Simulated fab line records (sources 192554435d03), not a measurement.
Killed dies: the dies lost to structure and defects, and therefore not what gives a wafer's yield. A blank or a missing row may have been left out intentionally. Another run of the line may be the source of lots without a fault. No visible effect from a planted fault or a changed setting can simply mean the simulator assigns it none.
Problem report, 8D (eight disciplines) form, completed by code ; flow n5Finfet ; the parts of the form that need people (team, actions taken, sign-off) are left out

== 1. WHAT IS WRONG ==
At N5_PASSIVATION_PROBE_49, killedAtContacts averages 87 over 3 wafers from 2 lots, while fault-free wafers read 13, standard deviation 6.5. That puts it +11 standard deviations away from the usual mean.
Seen first at day 16 04:02 on prober-02, wafer L335.2. At this step, 6 wafers from 2 lots have a number in the record. Rule for "out" (also "out of limits"): further than 4 standard deviations from the usual mean. The rest of the wafers with a number are treated as sound.

== 2. WHAT THIS IS AND IS NOT ==
question;is;is not
which readings at this step;killedAtContacts, defectLimitedYield, killedDies, sortNPass, sortYieldPct;killed_at_M0_to_M3, killed_at_M4_up, killedAtFrontEnd, killedAtOther, killedShort, sort_bin_5_function, sort_bin_8_speed
which lots;L334, L335;-
which wafers of those lots;L334.1, L334.2, L335.2;L334.4, L335.5, L335.6
read on which tools;prober-02;-
when;from day 16 04:02;"up to then (0 sound wafers); but 3 sound wafers of L334, L335 came after"

== 3. SUSPECTS, AND WHAT RULES EACH OUT ==
Counting: any tool at a process step up to the reading remains a suspect provided it ran every lot that is out. Sound lots after the first of them don't rule it out here, since some wafers of a struck lot are sound.
- pvdSputter-03 at N5_MOL_CONTACT_COAG_SPUTTER_130 (material Co, target thk 47.5 nm): kept. It ran every lot that is out, first L335 (day 8 11:58).
- aldSin-02 at N5_MOL_CONTACT_COAG_ALD_131 (deposits SiO2, target thk 5 nm, pulse time 1 s, co reactant pulse time 1 s): kept. It ran every lot that is out, first L335 (day 8 17:25).
- rieDiel-04 at N5_MOL_CONTACT_COAG_ETCHBACK_132 (etches SiO2 in CHF3, target depth 10 nm, time 6.7 s): kept. It ran every lot that is out, first L335 (day 8 17:38).
- prober-02 at N5_PASSIVATION_PROBE_49: kept. It ran every lot that is out, first L335 (day 16 04:02). Its own readings are out on those wafers: defectLimitedYield, killedAtContacts, killedDies, sortNPass, sortYieldPct.
Left after counting: pvdSputter-03 at N5_MOL_CONTACT_COAG_SPUTTER_130, aldSin-02 at N5_MOL_CONTACT_COAG_ALD_131, rieDiel-04 at N5_MOL_CONTACT_COAG_ETCHBACK_132, prober-02 at N5_PASSIVATION_PROBE_49.

== 4. THE CAUSE (what the simulator had put in) ==
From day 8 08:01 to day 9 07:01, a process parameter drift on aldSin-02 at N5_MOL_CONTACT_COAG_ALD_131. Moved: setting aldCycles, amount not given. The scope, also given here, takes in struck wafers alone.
Of the 4 suspects that counting leaves, this tool is one.

== 5. THE EFFECT CHAIN, in route order ==
One row per reading whose mean, taken over the struck wafers that have a number, lies over 3 standard deviations from the usual. Only readings for which the record gives a usual standard deviation are gone through. hours: the time from each lot's start at the first step in this table that gives one to its start at this step, as a median over the lots. sigmas: the change in usual standard deviations.
hours;step;reading;usual;on struck wafers;change;sigmas
0;N5_PASSIVATION_PROBE_49;defectLimitedYield;91.1 %;83.5;-7.6;-4.7
0;N5_PASSIVATION_PROBE_49;killedAtContacts;13;87;+74;+11
0;N5_PASSIVATION_PROBE_49;killedDies;105;194;+89;+4.9
0;N5_PASSIVATION_PROBE_49;sortNPass;1075;986;-89;-4.7
0;N5_PASSIVATION_PROBE_49;sortYieldPct;91.1 %;83.5;-7.6;-4.7
The process steps in it:
- N5_PASSIVATION_PROBE_49

== 6. HOW IT WOULD HAVE BEEN CAUGHT EARLIER ==
188 hours passed between the start of the fault at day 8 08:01 and the first reading out of limits in this record, taken at day 16 04:02.
An alarm limit of 4 standard deviations would not have fired on the tool readings at N5_MOL_CONTACT_COAG_ALD_131 for which the record gives a usual standard deviation, since none of them was out on any struck wafer.
Lots out: 2; all had begun N5_MOL_CONTACT_COAG_ALD_131 on aldSin-02 by day 16 04:02. Had the tool been put on hold then, not one of them would have been saved.
